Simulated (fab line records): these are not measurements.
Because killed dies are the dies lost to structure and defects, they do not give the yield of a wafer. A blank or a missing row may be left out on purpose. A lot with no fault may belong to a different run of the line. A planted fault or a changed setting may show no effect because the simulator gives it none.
Chamber matching	flow nand harc	NHARC_P_M2_ETCH_35 on rie diel-08: 4 sister chambers
The step etches the open film in N2/H2, target depth 40 nm, overetch 12 nm, time 43.94 s. 14 wafers are shown with their chamber, then 7 later ones without.

## WAFERS, EACH WITH ITS CHAMBER
wafer	chamber	drypump motor current A (A)	rf vpp V (V)	oes product au (a.u.)
L076.3	2	5.9	426.7	1.005
L076.5	3	5.4	428.9	1.012
L076.6	0	5.9	426.0	0.984
L075.1	3	5.4	425.9	1.010
L075.5	0	6.0	425.9	0.997
L075.6	1	6.1	427.1	0.996
L078.1	1	6.1	428.8	0.996
L078.4	0	6.0	427.0	0.993
L078.5	3	5.4	426.4	1.010
L081.3	0	6.0	425.4	1.029
L081.4	2	5.9	425.6	1.005
L081.6	2	5.9	426.5	1.006
L083.1	1	6.1	428.7	0.995
L083.2	2	5.9	427.3	0.994

SIGNATURES (averages over the wafers above)
reading	chamber 0	chamber 1	chamber 2	chamber 3	scatter within a chamber
drypump motor current A	5.975	6.100	5.900	5.400	0.0274
rf vpp V	426.075	428.200	426.525	427.067	0.991
oes product au	1.00075	0.99567	1.00250	1.01067	0.0112
Rule: for a wafer and a chamber, the distance is found by dividing, reading by reading, the gap between the wafer's reading and the chamber's mean by the reading's scatter, squaring, summing and taking the root. The wafer belongs to the nearest chamber; if the next one is less than 2 further off, it can't be placed. The scatter: take each reading less its chamber's mean, square it, sum over the shown wafers, divide by the number of wafers less the number of chambers, and take the root.

## WAFERS MISSING THEIR CHAMBER
wafer	drypump motor current A (A)	rf vpp V (V)	oes product au (a.u.)
L083.5	6.0	426.5	1.015
L086.3	6.1	427.0	1.008
L086.5	6.0	426.6	1.009
L086.6	5.4	426.9	1.014
L091.1	6.1	427.1	0.993
L091.3	6.0	426.1	0.996
L091.6	5.4	426.1	1.005

## WHICH CHAMBER EACH WENT THROUGH
wafer	from the rows above	in truth
L083.5	0	0
L086.3	1	1
L086.5	0	0
L086.6	3	3
L091.1	1	1
L091.3	0	0
L091.6	3	3
Correctly placed: 7 of 7. Not placeable from these rows: 0. 0 placed wrongly.
